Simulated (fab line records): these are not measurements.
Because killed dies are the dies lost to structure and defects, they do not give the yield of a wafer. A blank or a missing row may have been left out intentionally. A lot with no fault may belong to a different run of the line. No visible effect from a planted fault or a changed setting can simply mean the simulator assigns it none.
fab line records | flow nand_harc
[record] lots = 7 | wafers = 21 | last_day = 33
route steps=1302 shown A_CONTACT@1007 END@1302
lots with no fault: from the same line, run without faults
start_h: hours from the record's first day to the start of the lot's first wafer shown | wait_h: how many hours have passed since the lot's step before this one | " repeats the value in the row above | L1.1+2: several wafers, shown together as one row | - no value, or no start was given | * or withheld: withheld | < > ~ a bound
route shown NAME@n: names a module that has steps shown in the file, with the first one's number in the route | usual: mean and standard deviation over wafers with no fault | same: alike in all rows | chamber/n: place in a boat | sites: each site's reading | _std_site: the values' standard deviation | _edge_site: outer sites' mean less inner sites' | radius_mm: how far each site lies from the wafer's centre | mask NAME#n: copy n | behind: the last tool/chamber to shape the wafer | hold: what put the lot on hold/how long, in hours/how the hold closed | device: names the non-switching transistor (n, p or np) | end of line: the route-end tests of the same wafers | a step without rows: its recipe alone | killed: dies lost to structure and defects at the first sort, not the wafer's yield | map: a wafer's dies, x killed, . not, _ none there
set.NAME: the setting that was run; set.NAME@STEP: the one run at that earlier step | model.NAME: the simulator's own value behind a step, which no gauge read
lots seen at some steps along the route; tables by step, rows by wafer
services: a tool's chamber out of use, with start hour (start_h, from the record's first day; less than 0 if before it), hours out, and reason
[[steps]]
[step NHARC_A_CONTACT_ETCH_113]
[recipe] source_w = withheld | pressure_mtorr = 20 | bias_v = 3000 | time_s = 190 | target_depth_a = 18500 | ar_flow_sccm = withheld | c4f8_flow_sccm = withheld | o2_flow_sccm = withheld | chemistry = C4F8/O2/Ar
[step NHARC_A_CONTACT_ETCH_114]
[recipe] source_w = withheld | pressure_mtorr = 20 | bias_v = 3000 | time_s = 190 | target_depth_a = 18500 | ar_flow_sccm = withheld | c4f8_flow_sccm = withheld | o2_flow_sccm = withheld | chemistry = C4F8/O2/Ar
[step NHARC_A_CONTACT_ETCH_115]
[recipe] source_w = withheld | pressure_mtorr = 20 | bias_v = 3000 | time_s = 190 | target_depth_a = 18500 | ar_flow_sccm = withheld | c4f8_flow_sccm = withheld | o2_flow_sccm = withheld | chemistry = C4F8/O2/Ar
[step NHARC_A_CONTACT_ETCH_116]
[recipe] source_w = withheld | pressure_mtorr = 20 | bias_v = 3000 | time_s = 190 | target_depth_a = 18500 | ar_flow_sccm = withheld | c4f8_flow_sccm = withheld | o2_flow_sccm = withheld | chemistry = C4F8/O2/Ar
[usual] chamber_pressure_mTorr = 19.999/0.017 | oes_air_line_au = 1.000/0.021
lot.wafer | tool            | chamber | start_h | wait_h | chamber_pressure_mTorr | oes_air_line_au | rf_hours_counter_h
L733.1    | har_cap_etch-01 | 1       | 524.98  | 0.1    | 20.010                 | 1.037           | 2
L733.4    | "               | 1       | "       | "      | 20.030                 | 1.022           | -
L733.5    | "               | 1       | "       | "      | 20.007                 | 1.033           | -
L742.2    | har_cap_etch-01 | 0       | 611.83  | 0.2    | 20.004                 | 1.015           | 18
L742.3    | "               | 1       | "       | "      | 19.980                 | 0.973           | -
L742.5    | "               | 1       | "       | "      | 19.980                 | 1.002           | -
L741.2    | har_cap_etch-02 | 0       | 621.53  | 0.1    | 19.984                 | 1.012           | 107
L741.1    | "               | 1       | "       | "      | 19.981                 | 0.996           | 107
L741.6    | "               | 1       | "       | "      | 20.007                 | 0.973           | -
L744.1    | har_cap_etch-01 | 0       | 638.30  | 0.1    | 19.992                 | 1.016           | 24
L744.3    | "               | 0       | "       | "      | 20.001                 | 1.037           | -
L744.4    | "               | 1       | "       | "      | 19.992                 | 1.022           | -
L750.3    | har_cap_etch-02 | 1       | 695.49  | 0.1    | 19.994                 | 1.020           | -
L750.5    | "               | 1       | "       | "      | 20.022                 | 0.982           | -
L750.6    | "               | 0       | "       | "      | 19.966                 | 0.991           | -
L752.1    | har_cap_etch-01 | 1       | 701.51  | 0.1    | 20.009                 | 0.997           | 37
L752.5    | "               | 0       | "       | "      | 20.004                 | 1.060           | -
L752.6    | "               | 1       | "       | "      | 20.003                 | 0.997           | -
L751.1    | har_cap_etch-01 | 1       | 712.48  | 0.1    | 20.013                 | 0.965           | 39
L751.4    | "               | 1       | "       | "      | 20.006                 | 0.991           | -
L751.5    | "               | 1       | "       | "      | 19.984                 | 0.983           | -
[step NHARC_A_CONTACT_ETCH_117]
[recipe] source_w = withheld | pressure_mtorr = 20 | bias_v = 3000 | time_s = 190 | target_depth_a = 18500 | ar_flow_sccm = withheld | c4f8_flow_sccm = withheld | o2_flow_sccm = withheld | chemistry = C4F8/O2/Ar
[usual] chamber_pressure_mTorr = 20.002/0.019 | oes_air_line_au = 1.000/0.021
lot.wafer | tool            | chamber | start_h | wait_h | chamber_pressure_mTorr | oes_air_line_au | rf_hours_counter_h
L733.1    | har_cap_etch-01 | 1       | 525.15  | 0.1    | 20.010                 | 0.999           | 2
L733.4    | "               | 1       | "       | "      | 19.994                 | 0.963           | -
L733.5    | "               | 1       | "       | "      | 20.017                 | 0.985           | -
L742.2    | har_cap_etch-01 | 0       | 612.05  | 0.2    | 20.012                 | 0.987           | 19
L742.3    | "               | 1       | "       | "      | 19.977                 | 0.983           | -
L742.5    | "               | 1       | "       | "      | 20.018                 | 0.970           | -
L741.2    | har_cap_etch-02 | 0       | 621.70  | 0.1    | 20.004                 | 1.015           | 107
L741.1    | "               | 1       | "       | "      | 20.010                 | 0.986           | 107
L741.6    | "               | 1       | "       | "      | 20.013                 | 1.006           | -
L744.1    | har_cap_etch-01 | 0       | 638.47  | 0.1    | 19.972                 | 1.037           | 24
L744.3    | "               | 0       | "       | "      | 19.955                 | 1.010           | -
L744.4    | "               | 1       | "       | "      | 19.973                 | 1.058           | -
L750.3    | har_cap_etch-02 | 1       | 695.66  | 0.1    | 19.996                 | 0.979           | -
L750.5    | "               | 1       | "       | "      | 20.026                 | 1.003           | -
L750.6    | "               | 0       | "       | "      | 19.984                 | 1.001           | -
L752.1    | har_cap_etch-01 | 1       | 701.69  | 0.1    | 19.995                 | 1.020           | 37
L752.5    | "               | 0       | "       | "      | 19.995                 | 1.003           | -
L752.6    | "               | 1       | "       | "      | 19.976                 | 1.023           | -
L751.1    | har_cap_etch-01 | 1       | 712.65  | 0.1    | 20.025                 | 0.996           | 39
L751.4    | "               | 1       | "       | "      | 19.978                 | 0.975           | -
L751.5    | "               | 1       | "       | "      | 19.993                 | 0.976           | -
[step NHARC_A_CONTACT_ETCH_118]
[recipe] source_w = withheld | pressure_mtorr = 20 | bias_v = 3000 | time_s = 190 | target_depth_a = 18500 | ar_flow_sccm = withheld | c4f8_flow_sccm = withheld | o2_flow_sccm = withheld | chemistry = C4F8/O2/Ar
[usual] chamber_pressure_mTorr = 19.999/0.017 | oes_air_line_au = 1.003/0.021
lot.wafer | tool            | chamber | start_h | wait_h | chamber_pressure_mTorr | oes_air_line_au | rf_hours_counter_h
L733.1    | har_cap_etch-01 | 1       | 525.32  | 0.1    | 19.997                 | 0.981           | 2
L733.4    | "               | 1       | "       | "      | 20.009                 | 1.010           | -
L733.5    | "               | 1       | "       | "      | 20.017                 | 1.012           | -
L742.2    | har_cap_etch-01 | 0       | 612.28  | 0.2    | 19.965                 | 1.002           | 19
L742.3    | "               | 1       | "       | "      | 20.040                 | 0.983           | -
L742.5    | "               | 1       | "       | "      | 20.020                 | 1.004           | -
L741.2    | har_cap_etch-02 | 0       | 621.87  | 0.1    | 20.001                 | 1.007           | 107
L741.1    | "               | 1       | "       | "      | 19.998                 | 1.018           | 107
L741.6    | "               | 1       | "       | "      | 19.996                 | 1.003           | -
L744.1    | har_cap_etch-01 | 0       | 638.64  | 0.1    | 20.047                 | 0.997           | 24
L744.3    | "               | 0       | "       | "      | 19.959                 | 1.002           | -
L744.4    | "               | 1       | "       | "      | 19.964                 | 1.000           | -
L750.3    | har_cap_etch-02 | 1       | 695.83  | 0.1    | 19.996                 | 1.005           | -
L750.5    | "               | 1       | "       | "      | 19.979                 | 1.063           | -
L750.6    | "               | 0       | "       | "      | 19.991                 | 1.036           | -
L752.1    | har_cap_etch-01 | 1       | 701.86  | 0.1    | 19.984                 | 1.016           | 37
L752.5    | "               | 0       | "       | "      | 19.983                 | 1.002           | -
L752.6    | "               | 1       | "       | "      | 19.991                 | 1.014           | -
L751.1    | har_cap_etch-01 | 1       | 712.82  | 0.1    | 19.996                 | 0.984           | 40
L751.4    | "               | 1       | "       | "      | 20.006                 | 0.979           | -
L751.5    | "               | 1       | "       | "      | 19.958                 | 0.993           | -
[step NHARC_A_CONTACT_ETCH_119]
[recipe] source_w = withheld | pressure_mtorr = 20 | bias_v = 3000 | time_s = 190 | target_depth_a = 18500 | ar_flow_sccm = withheld | c4f8_flow_sccm = withheld | o2_flow_sccm = withheld | chemistry = C4F8/O2/Ar
[usual] chamber_pressure_mTorr = 19.998/0.019 | oes_air_line_au = 1.004/0.021
lot.wafer | tool            | chamber | start_h | wait_h | chamber_pressure_mTorr | oes_air_line_au | rf_hours_counter_h
L733.1    | har_cap_etch-01 | 1       | 525.49  | 0.1    | 20.009                 | 0.979           | 3
L733.4    | "               | 1       | "       | "      | 19.985                 | 0.976           | -
L733.5    | "               | 1       | "       | "      | 20.013                 | 1.014           | -
L742.2    | har_cap_etch-01 | 0       | 612.51  | 0.2    | 20.006                 | 1.008           | 19
L742.3    | "               | 1       | "       | "      | 19.979                 | 1.000           | -
L742.5    | "               | 1       | "       | "      | 19.979                 | 1.015           | -
L741.2    | har_cap_etch-02 | 0       | 622.04  | 0.1    | 20.014                 | 0.967           | 107
L741.1    | "               | 1       | "       | "      | 20.010                 | 1.027           | 107
L741.6    | "               | 1       | "       | "      | 20.016                 | 1.003           | -
L744.1    | har_cap_etch-01 | 0       | 638.81  | 0.1    | 20.036                 | 0.989           | 24
L744.3    | "               | 0       | "       | "      | 20.001                 | 0.993           | -
L744.4    | "               | 1       | "       | "      | 19.979                 | 0.998           | -
L750.3    | har_cap_etch-02 | 1       | 696.01  | 0.1    | 20.016                 | 1.029           | -
L750.5    | "               | 1       | "       | "      | 19.971                 | 1.027           | -
L750.6    | "               | 0       | "       | "      | 20.007                 | 1.016           | -
L752.1    | har_cap_etch-01 | 1       | 702.02  | 0.1    | 20.020                 | 0.978           | 37
L752.5    | "               | 0       | "       | "      | 19.975                 | 1.053           | -
L752.6    | "               | 1       | "       | "      | 20.000                 | 0.997           | -
L751.1    | har_cap_etch-01 | 1       | 712.99  | 0.1    | 20.023                 | 1.009           | 40
L751.4    | "               | 1       | "       | "      | 20.027                 | 0.998           | -
L751.5    | "               | 1       | "       | "      | 20.009                 | 0.984           | -
[step NHARC_A_CONTACT_ETCH_120]
[recipe] source_w = withheld | pressure_mtorr = 20 | bias_v = 3000 | time_s = 190 | target_depth_a = 18500 | ar_flow_sccm = withheld | c4f8_flow_sccm = withheld | o2_flow_sccm = withheld | chemistry = C4F8/O2/Ar
[step NHARC_A_CONTACT_ETCH_121]
[recipe] source_w = withheld | pressure_mtorr = 20 | bias_v = 3000 | time_s = 190 | target_depth_a = 18500 | ar_flow_sccm = withheld | c4f8_flow_sccm = withheld | o2_flow_sccm = withheld | chemistry = C4F8/O2/Ar
[step NHARC_A_CONTACT_ETCH_122]
[recipe] source_w = withheld | pressure_mtorr = 20 | bias_v = 3000 | time_s = 190 | target_depth_a = 18500 | ar_flow_sccm = withheld | c4f8_flow_sccm = withheld | o2_flow_sccm = withheld | chemistry = C4F8/O2/Ar
[usual] chamber_pressure_mTorr = 19.998/0.018 | oes_air_line_au = 0.998/0.021
lot.wafer | tool            | chamber | start_h | wait_h | chamber_pressure_mTorr | oes_air_line_au | rf_hours_counter_h
L733.1    | har_cap_etch-01 | 1       | 526.01  | 0.1    | 20.006                 | 0.982           | 3
L733.4    | "               | 1       | "       | "      | 20.024                 | 0.958           | -
L733.5    | "               | 1       | "       | "      | 20.013                 | 0.980           | -
L742.2    | har_cap_etch-01 | 0       | 613.19  | 0.2    | 20.008                 | 1.002           | 19
L742.3    | "               | 1       | "       | "      | 20.009                 | 0.990           | -
L742.5    | "               | 1       | "       | "      | 20.005                 | 0.965           | -
L741.2    | har_cap_etch-02 | 0       | 622.56  | 0.1    | 20.012                 | 1.004           | 108
L741.1    | "               | 1       | "       | "      | 20.006                 | 1.025           | 108
L741.6    | "               | 1       | "       | "      | 19.982                 | 1.029           | -
L744.1    | har_cap_etch-01 | 0       | 639.33  | 0.1    | 19.983                 | 1.005           | 25
L744.3    | "               | 0       | "       | "      | 20.017                 | 1.029           | -
L744.4    | "               | 1       | "       | "      | 20.028                 | 0.977           | -
L750.3    | har_cap_etch-02 | 1       | 696.52  | 0.1    | 19.990                 | 0.983           | -
L750.5    | "               | 1       | "       | "      | 19.992                 | 0.997           | -
L750.6    | "               | 0       | "       | "      | 20.022                 | 0.997           | -
L752.1    | har_cap_etch-01 | 1       | 702.53  | 0.1    | 19.976                 | 1.021           | 38
L752.5    | "               | 0       | "       | "      | 20.019                 | 0.993           | -
L752.6    | "               | 1       | "       | "      | 20.029                 | 0.996           | -
L751.1    | har_cap_etch-01 | 1       | 713.49  | 0.1    | 20.005                 | 0.969           | 40
L751.4    | "               | 1       | "       | "      | 19.997                 | 0.999           | -
L751.5    | "               | 1       | "       | "      | 20.023                 | 0.966           | -
[step NHARC_A_CONTACT_ETCH_123]
[recipe] source_w = withheld | pressure_mtorr = 20 | bias_v = 400 | time_s = 490 | target_depth_a = 21100 | ar_flow_sccm = withheld | c4f8_flow_sccm = 11.5 | o2_flow_sccm = 7.2 | chemistry = C4F8/O2/Ar
[step NHARC_A_CONTACT_ETCH_90]
[recipe] target_depth_a = 400 | over_etch_frac = 0.5 | time_s = 85.7 | ion_energy_ev = 120 | ch3f_flow_sccm = 50 | o2_flow_sccm = 30 | ar_flow_sccm = 200 | rf_w = 500 | bias_w = 100 | chemistry = CH3F/O2
[step NHARC_A_CONTACT_ETCH_96]
[recipe] target_depth_a = 200 | over_etch_frac = 0.5 | time_s = 10 | ion_energy_ev = 250 | c4f6_flow_sccm = 25 | o2_flow_sccm = 20 | ar_flow_sccm = 500 | rf_w = 600 | bias_w = 500 | chemistry = C4F6/O2
[usual] bias_w = 500.0/1.7 | c4f6_flow_sccm = 25.00/0.075 | drypump_motor_current_A = 5.9/0.35 | oes_product_au = 0.967/0.028 | rf_fwd_power_W = 585.5/2 | rf_vpp_V = 547.0/2.3 | showerhead_plenum_p_Torr = 3.93/0.1 | throttle_valve_pct = 26.904/0.0086
lot.wafer | tool        | chamber | start_h | wait_h | bias_w | c4f6_flow_sccm | drypump_motor_current_A | oes_product_au | rf_fwd_power_W | rf_hours_counter_h | rf_vpp_V | showerhead_plenum_p_Torr | throttle_valve_pct
L733.4    | rie_diel-11 | 2       | 527.30  | -      | 499.5  | 25.03          | 5.4                     | 1.003          | 586.4          | 8                  | 548.5    | 4.00                     | 26.914
L733.1    | "           | 1       | "       | "      | 502.9  | 25.01          | 6.0                     | 1.000          | 584.8          | 12                 | 548.0    | 3.98                     | 26.903
L733.5    | "           | 2       | "       | "      | 500.2  | 25.00          | 5.4                     | 1.005          | 586.1          | -                  | 550.0    | 4.00                     | 26.891
L742.2    | rie_diel-10 | 1       | 614.67  | -      | -      | -              | -                       | -              | -              | -                  | -        | -                        | -
L742.3    | "           | 3       | "       | "      | -      | -              | -                       | -              | -              | -                  | -        | -                        | -
L742.5    | "           | 0       | "       | "      | -      | -              | -                       | -              | -              | -                  | -        | -                        | -
L741.2    | rie_diel-11 | 1       | 623.84  | -      | -      | -              | -                       | -              | -              | -                  | -        | -                        | -
L741.1    | "           | 3       | "       | "      | -      | -              | -                       | -              | -              | -                  | -        | -                        | -
L741.6    | "           | 2       | "       | "      | -      | -              | -                       | -              | -              | -                  | -        | -                        | -
L744.3    | rie_diel-11 | 1       | 640.63  | -      | -      | -              | -                       | -              | -              | -                  | -        | -                        | -
L744.1    | "           | 2       | "       | "      | -      | -              | -                       | -              | -              | -                  | -        | -                        | -
L744.4    | "           | 0       | "       | "      | -      | -              | -                       | -              | -              | -                  | -        | -                        | -
L750.3    | rie_diel-11 | 2       | 697.74  | -      | 498.9  | 25.01          | 5.4                     | 0.987          | 582.3          | 16                 | 548.8    | 3.98                     | 26.891
L750.5    | "           | 1       | "       | "      | 502.1  | 24.89          | 6.0                     | 0.992          | 583.9          | -                  | 547.8    | 3.97                     | 26.906
L750.6    | "           | 2       | "       | "      | 499.2  | 25.05          | 5.4                     | 0.986          | 585.8          | -                  | 548.2    | 3.98                     | 26.904
L752.1    | rie_diel-09 | 1       | 703.78  | -      | 502.2  | 25.05          | 6.2                     | 0.989          | 584.4          | 6                  | 544.2    | 3.79                     | 26.904
L752.6    | "           | 0       | "       | "      | 500.7  | 25.12          | 6.0                     | 1.006          | 584.5          | -                  | 543.9    | 3.82                     | 26.898
L752.5    | "           | 1       | "       | "      | 503.0  | 24.97          | 6.2                     | 0.998          | 583.5          | -                  | 542.6    | 3.79                     | 26.894
L751.1    | rie_diel-11 | 1       | 714.78  | -      | 502.6  | 25.16          | 6.0                     | 0.941          | 584.0          | 18                 | 549.5    | 3.96                     | 26.901
L751.4    | "           | 0       | "       | "      | 499.1  | 24.96          | 5.8                     | 0.946          | 584.9          | 19                 | 545.2    | 3.83                     | 26.889
L751.5    | "           | 2       | "       | "      | 500.3  | 25.09          | 5.4                     | 0.925          | 587.4          | -                  | 548.0    | 3.98                     | 26.910
[step NHARC_A_CONTACT_CD_MEAS_53]
[usual] cd_nm = 289.7/0.73
lot.wafer | tool      | chamber | start_h | wait_h | cd_nm
L733.1    | cd_sem-01 | -       | 527.38  | -      | 289.0
L733.4    | "         | -       | "       | "      | 288.7
L733.5    | "         | -       | "       | "      | 288.1
L742.2    | cd_sem-03 | -       | 614.76  | -      | 289.9
L742.3    | "         | -       | "       | "      | 289.4
L742.5    | "         | -       | "       | "      | 289.4
L741.1    | cd_sem-01 | -       | 623.92  | -      | 289.3
L741.2    | "         | -       | "       | "      | 289.7
L741.6    | "         | -       | "       | "      | 288.2
L744.1    | cd_sem-02 | -       | 640.71  | -      | 290.1
L744.3    | "         | -       | "       | "      | 289.4
L744.4    | "         | -       | "       | "      | 290.4
L750.3    | cd_sem-01 | -       | 697.83  | -      | 290.3
L750.5    | "         | -       | "       | "      | 289.1
L750.6    | "         | -       | "       | "      | 290.2
L752.1    | cd_sem-03 | -       | 703.85  | -      | 289.5
L752.5    | "         | -       | "       | "      | 290.1
L752.6    | "         | -       | "       | "      | 288.9
L751.1    | cd_sem-02 | -       | 714.86  | -      | 290.4
L751.4    | "         | -       | "       | "      | 288.9
L751.5    | "         | -       | "       | "      | 290.8
[step NHARC_END_SORT_01]
[recipe] temp_c = 25
[usual] killed_at_array = 61/26 | killed_at_other = 0.8/1.1 | killed_at_periphery = 4.0/2.6 | killed_dies = 66/26 | killed_open = 3.1/1.7 | killed_short = 2.5/1.5
[same] gross_dies = 677
lot.wafer | tool      | chamber | start_h | wait_h | killed_at_array | killed_at_other | killed_at_periphery | killed_dies | killed_open | killed_short
L742.2    | prober-01 | 0       | 690.74  | 2.8    | 675             | 0               | 2                   | 677         | 4           | 2
L742.3    | prober-01 | 0       | 691.54  | 3.1    | 673             | 1               | 3                   | 677         | 3           | 2
L742.5    | prober-01 | 0       | 693.16  | 3.7    | 673             | 3               | 1                   | 677         | 2           | 0
L744.1    | prober-01 | 0       | 710.62  | 2.5    | 674             | 1               | 2                   | 677         | 3           | 4
L744.3    | prober-01 | 0       | 712.23  | 3.1    | 676             | 0               | 1                   | 677         | 3           | 2
L744.4    | prober-01 | 0       | 713.04  | 3.4    | 671             | 1               | 5                   | 677         | 1           | 1
L741.1    | prober-02 | 0       | 718.39  | 2.5    | 676             | 0               | 1                   | 677         | 2           | 2
L741.2    | prober-02 | 0       | 719.19  | 2.8    | 672             | 0               | 5                   | 677         | 5           | 4
L741.6    | prober-02 | 0       | 722.38  | 4.0    | 675             | 0               | 2                   | 677         | 1           | 3
// killed by level:class
L742.2 A_CONTACT:area_etch=626 A_CHANNEL_HOLE_D1:chamber_film_flake=35 A_CHANNEL_FILL_D2:chamber_film_flake=2 A_SLIT:chamber_film_flake=2 A_CONTACT:chamber_film_flake=2 P_GATE:geometric_particle:open=1 P_M0:geometric_particle:open=1 A_DECK1_JOINT:geometric_particle:short=1
L742.3 A_CONTACT:area_etch=638 A_CHANNEL_HOLE_D1:chamber_film_flake=30 A_BONDPAD:chamber_film_flake=2 P_M0:geometric_particle:open=1 P_M0:geometric_particle:short=1 A_CONTACT:geometric_particle:open=1 A_M0:geometric_particle:open=1 P_ZERO_WELL:chamber_film_flake=1
L742.5 A_CONTACT:area_etch=629 A_CHANNEL_HOLE_D1:chamber_film_flake=35 A_CONTACT:chamber_film_flake=3 A_STAIRCASE:chamber_film_flake=2 A_M0:geometric_particle:open=1 THIN_TSV:geometric_particle:open=1 P_M2:chamber_film_flake=1 A_DECK1_JOINT:chamber_film_flake=1
L744.1 A_CONTACT:area_etch=652 A_CHANNEL_HOLE_D1:chamber_film_flake=7 A_SLIT:chamber_film_flake=3 P_M0:chamber_film_flake=2 A_DECK1_JOINT:chamber_film_flake=2 A_CONTACT:chamber_film_flake=2 A_CHANNEL_HOLE_D1:geometric_particle:short=1 A_CHANNEL_FILL_D1:geometric_particle:open=1
L744.3 A_CONTACT:area_etch=649 A_CHANNEL_HOLE_D1:chamber_film_flake=9 A_CONTACT:chamber_film_flake=6 A_DECK1_JOINT:chamber_film_flake=3 A_STAIRCASE:chamber_film_flake=3 A_DECK1_JOINT:geometric_particle:open=1 A_ONON_D2:geometric_particle:open=1 A_STAIRCASE:geometric_particle:short=1
L744.4 A_CONTACT:area_etch=652 A_CHANNEL_HOLE_D1:chamber_film_flake=11 P_M0:chamber_film_flake=4 A_DECK1_JOINT:chamber_film_flake=4 A_CONTACT:chamber_film_flake=2 A_CHANNEL_FILL_D2:geometric_particle:open=1 A_WL_FILL:geometric_particle:short=1 P_GATE:chamber_film_flake=1
L741.1 A_CONTACT:area_etch=614 A_SLIT:chamber_film_flake=31 A_CHANNEL_HOLE_D2:chamber_film_flake=12 A_CHANNEL_HOLE_D1:chamber_film_flake=6 A_CONTACT:chamber_film_flake=5 A_ONON_D1:geometric_particle:short=1 A_CHANNEL_HOLE_D1:geometric_particle:short=1 A_DECK1_JOINT:geometric_particle:open=1
L741.2 A_CONTACT:area_etch=612 A_SLIT:chamber_film_flake=28 A_CHANNEL_HOLE_D2:chamber_film_flake=7 A_CHANNEL_HOLE_D1:chamber_film_flake=6 A_CONTACT:chamber_film_flake=6 A_CHANNEL_FILL_D2:chamber_film_flake=2 A_STAIRCASE:chamber_film_flake=2 A_SGD_CUT:chamber_film_flake=2
L741.6 A_CONTACT:area_etch=616 A_SLIT:chamber_film_flake=28 A_CHANNEL_HOLE_D2:chamber_film_flake=9 A_STAIRCASE:chamber_film_flake=5 A_CONTACT:chamber_film_flake=5 A_CHANNEL_HOLE_D1:chamber_film_flake=4 A_SGD_CUT:chamber_film_flake=3 A_CHANNEL_FILL_D2:chamber_film_flake=2
// map L741.1 (x killed, . not)
____________x____________
_________xxxxxxx_________
_______xxxxxxxxxxx_______
______xxxxxxxxxxxxx______
_____xxxxxxxxxxxxxxx_____
____xxxxxxxxxxxxxxxxx____
____xxxxxxxxxxxxxxxxx____
___xxxxxxxxxxxxxxxxxxx___
___xxxxxxxxxxxxxxxxxxx___
__xxxxxxxxxxxxxxxxxxxxx__
__xxxxxxxxxxxxxxxxxxxxx__
_xxxxxxxxxxxxxxxxxxxxxxx_
_xxxxxxxxxxxxxxxxxxxxxxx_
_xxxxxxxxxxxxxxxxxxxxxxx_
_xxxxxxxxxxxxxxxxxxxxxxx_
_xxxxxxxxxxxxxxxxxxxxxxx_
xxxxxxxxxxxxxxxxxxxxxxxxx
xxxxxxxxxxxxxxxxxxxxxxxxx
xxxxxxxxxxxxxxxxxxxxxxxxx
xxxxxxxxxxxxxxxxxxxxxxxxx
xxxxxxxxxxxxxxxxxxxxxxxxx
_xxxxxxxxxxxxxxxxxxxxxxx_
_xxxxxxxxxxxxxxxxxxxxxxx_
_xxxxxxxxxxxxxxxxxxxxxxx_
_xxxxxxxxxxxxxxxxxxxxxxx_
_xxxxxxxxxxxxxxxxxxxxxxx_
__xxxxxxxxxxxxxxxxxxxxx__
__xxxxxxxxxxxxxxxxxxxxx__
___xxxxxxxxxxxxxxxxxxx___
___xxxxxxxxxxxxxxxxxxx___
____xxxxxxxxxxxxxxxxx____
____xxxxxxxxxxxxxxxxx____
_____xxxxxxxxxxxxxxx_____
______xxxxxxxxxxxxx______
_______xxxxxxxxxxx_______
_________xxxxxxx_________
____________x____________
// map L742.2 (x killed, . not)
____________x____________
_________xxxxxxx_________
_______xxxxxxxxxxx_______
______xxxxxxxxxxxxx______
_____xxxxxxxxxxxxxxx_____
____xxxxxxxxxxxxxxxxx____
____xxxxxxxxxxxxxxxxx____
___xxxxxxxxxxxxxxxxxxx___
___xxxxxxxxxxxxxxxxxxx___
__xxxxxxxxxxxxxxxxxxxxx__
__xxxxxxxxxxxxxxxxxxxxx__
_xxxxxxxxxxxxxxxxxxxxxxx_
_xxxxxxxxxxxxxxxxxxxxxxx_
_xxxxxxxxxxxxxxxxxxxxxxx_
_xxxxxxxxxxxxxxxxxxxxxxx_
_xxxxxxxxxxxxxxxxxxxxxxx_
xxxxxxxxxxxxxxxxxxxxxxxxx
xxxxxxxxxxxxxxxxxxxxxxxxx
xxxxxxxxxxxxxxxxxxxxxxxxx
xxxxxxxxxxxxxxxxxxxxxxxxx
xxxxxxxxxxxxxxxxxxxxxxxxx
_xxxxxxxxxxxxxxxxxxxxxxx_
_xxxxxxxxxxxxxxxxxxxxxxx_
_xxxxxxxxxxxxxxxxxxxxxxx_
_xxxxxxxxxxxxxxxxxxxxxxx_
_xxxxxxxxxxxxxxxxxxxxxxx_
__xxxxxxxxxxxxxxxxxxxxx__
__xxxxxxxxxxxxxxxxxxxxx__
___xxxxxxxxxxxxxxxxxxx___
___xxxxxxxxxxxxxxxxxxx___
____xxxxxxxxxxxxxxxxx____
____xxxxxxxxxxxxxxxxx____
_____xxxxxxxxxxxxxxx_____
______xxxxxxxxxxxxx______
_______xxxxxxxxxxx_______
_________xxxxxxx_________
____________x____________
[[services]]
tool            | chamber | start_h | hours | kind
har_cap_etch-01 | 0       | 514.00  | -     | clean
har_cap_etch-01 | 1       | 514.00  | -     | clean
rie_diel-11     | 0       | 515.16  | -     | clean
rie_diel-11     | 1       | 515.16  | -     | clean
rie_diel-11     | 2       | 515.16  | -     | clean
rie_diel-11     | 3       | 515.16  | -     | clean
rie_diel-11     | 0       | 539.66  | -     | clean
har_cap_etch-02 | -       | 549.52  | 0.3   | repair
rie_diel-10     | 0       | 550.22  | 6.0   | repair
rie_diel-10     | -       | 557.67  | 0.4   | repair
rie_diel-09     | 0       | 562.55  | 2.1   | repair
rie_diel-11     | 3       | 588.91  | 4.8   | repair
har_cap_etch-02 | -       | 591.24  | 2.4   | repair
rie_diel-10     | -       | 597.58  | 9.0   | pm
rie_diel-11     | -       | 610.20  | 9.0   | pm
rie_diel-09     | 2       | 621.33  | 18.6  | repair
rie_diel-11     | 3       | 624.81  | 5.4   | repair
rie_diel-09     | 2       | 667.18  | 14.5  | repair
rie_diel-10     | 0       | 667.40  | 3.6   | repair
rie_diel-09     | -       | 675.97  | 9.0   | pm
rie_diel-11     | 3       | 677.12  | 8.5   | repair
rie_diel-10     | 0       | 687.19  | 22.5  | repair
rie_diel-09     | 2       | 690.94  | 9.2   | repair
rie_diel-09     | 1       | 706.54  | 6.6   | repair
[[key]]
[first_sign] step = NHARC_A_CONTACT_ETCH_96 | reading = tool_record | direction = missing
[effect] step = NHARC_END_SORT_01 | reading = killed_at_array | direction = up | sigmas = 24 | usual = 61 | struck = 674
[more_kills_born_at] NHARC_A_CONTACT_ETCH_96@rie_diel-11 = 3791 | NHARC_A_CONTACT_ETCH_96@rie_diel-10 = 1894
met_at NHARC_A_CONTACT_ETCH_96
struck_wafers L741.1,L741.2,L741.6,L742.2,L742.3,L742.5,L744.1,L744.3,L744.4
later_rows_left_out L741.1,L741.2,L741.6,L742.2,L742.3,L742.5,L744.1,L744.3,L744.4
tester_left_out L741,L742,L744
onset_between 527.30 614.67
[fault] kind = skipped_step_whole | tool = rie_diel-10,rie_diel-11 | chamber = - | onset_h = 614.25 | steps = NHARC_A_CONTACT_ETCH_96 | scope = struck_lots_only
// tester_left_out: of these lots the tester's yield and bins aren't shown, on N5 and GAA mostly nor the transistor test; their killed dies are dies lost to structure and defects alone, not to doping, threshold or leakage, so they don't give the yield
// later_rows_left_out: the simulator's readings of these wafers behind a module that went badly wrong aren't trusted and aren't shown, but for the sort
